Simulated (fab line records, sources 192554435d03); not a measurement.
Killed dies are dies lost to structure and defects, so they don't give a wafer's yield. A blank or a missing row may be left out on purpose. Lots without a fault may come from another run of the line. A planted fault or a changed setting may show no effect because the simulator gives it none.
Split-lot experiment | flow n5_finfet | 7 lots, 21 wafers read, on a route of 1938 steps

THE SPLIT
At N5_BEOL_M0_SAQP_MANDREL_ETCH_20 (etches a-Si in HBr/Cl2, stops on SiNx, target depth 60 nm, bt time 10 s, time 30 s), the setting icp_w was moved away from the recipe's 800 W on 7 of the 21 wafers read, by -17.2% to +16.8%. The other wafers ran this setting at the recipe's value.

The reading is taken at the split's own step.

THE READING
SOC_of_BEOL_M0_SAQP_COAT_81.thk_nm (the simulator's own value, which no gauge read), in nm, at N5_BEOL_M0_SAQP_MANDREL_ETCH_20 (etches a-Si in HBr/Cl2, stops on SiNx, target depth 60 nm, bt time 10 s, time 30 s). The file gives no usual value for it. The 14 wafers here that ran the recipe average 76.0 nm, standard deviation 0.36 nm.

wafer  | tool, chamber at the split | icp_w as run, W | against the recipe | SOC_of_BEOL_M0_SAQP_COAT_81.thk_nm, nm | against lot-mates on the recipe
L077.2 | rie_si-06, 0               | 800             | recipe             | 76.2                                   | -
L077.3 | rie_si-06, 3               | 800             | recipe             | 75.8                                   | -
L077.4 | rie_si-06, 2               | 800             | recipe             | 75.2                                   | -
L084.1 | rie_si-01, 3               | 800             | recipe             | 76                                     | -
L084.2 | rie_si-01, 0,1             | 753.5           | -5.8%              | 76.8                                   | +0.8
L084.4 | rie_si-01, 0,1             | 753.5           | -5.8%              | 76.8                                   | +0.8
L086.2 | rie_si-01, 0               | 800             | recipe             | 75.8                                   | -
L086.4 | rie_si-01, 3               | 934.6           | +16.8%             | 74                                     | -1.8
L086.6 | rie_si-01, 3               | 934.6           | +16.8%             | 74.2                                   | -1.6
L087.1 | rie_si-03, 3               | 800             | recipe             | 76.6                                   | -
L087.2 | rie_si-03, 1               | 731.7           | -8.5%              | 77.6                                   | +1.1
L087.6 | rie_si-03, 2               | 800             | recipe             | 76.4                                   | -
L093.4 | rie_si-01, 3,2             | 800             | recipe             | 75.8                                   | -
L093.6 | rie_si-01, 3,2             | 800             | recipe             | 75.8                                   | -
L093.5 | rie_si-01, 1               | 800             | recipe             | 75.6                                   | -
L096.2 | rie_si-06, 1               | 800             | recipe             | 75.6                                   | -
L096.4 | rie_si-06, 0               | 875.3           | +9.4%              | 75                                     | -1.0
L096.6 | rie_si-06, 0               | 800             | recipe             | 76.4                                   | -
L097.1 | rie_si-01, 3               | 800             | recipe             | 76.2                                   | -
L097.3 | rie_si-01, 1               | 662.6           | -17.2%             | 77.6                                   | +1.5
L097.4 | rie_si-01, 2               | 800             | recipe             | 76                                     | -
Where a row lists several chambers, the file gives one row for several wafers and doesn't say which wafer went through which chamber.

THE FIT
A straight line over all 21 wafers: SOC_of_BEOL_M0_SAQP_COAT_81.thk_nm changes by -0.114 nm for each +1% of icp_w; r = -0.92; the points scatter about the line by 0.36 nm.
The same after taking each lot's own level away (the mean of its wafers on the recipe; 21 wafers): -0.102 nm for each +1%; r = -0.95; scatter 0.24 nm.
On that fit, the largest move of icp_w shifts the reading by 1.8 nm.
The lots' own levels span 75.73 to 76.50 nm, that is 2.1 times the standard deviation above.
So the lot-to-lot level changes the slope: the two fits differ.
Check: with one of the wafers moved furthest among these (-17.2%) left out of the fit, the line predicts +1.9 nm for it against its lot-mates. It came out at +1.5 nm against them.

OTHER SPLITS ON THESE WAFERS
These wafers also went through other splits before the reading. Each is held against what the fit with the lots' levels taken away leaves over:
other split on the same wafers       | wafers away from the commonest value | r with SOC_of_BEOL_M0_SAQP_COAT_81.thk_nm (lot level and that fit taken away)
N5_SD_EPI_P_COAT_34 spin_rpm         | 5                                    | +0.34
N5_SDB_COAT_05 spin_rpm              | 6                                    | +0.09
N5_HKMG_FIN_ETCH_58 bias_w           | 8                                    | -0.08
N5_HKMG_FIN_PEB_10 peb_time_s        | 6                                    | -0.04
N5_MOL_CONTACT_COAG_ETCH_15 source_w | 6                                    | +0.29

THE FILE'S OWN FIT
SOC_of_BEOL_M0_SAQP_COAT_81.thk_nm changes by -0.101 nm for each +1% of icp_w, r = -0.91.
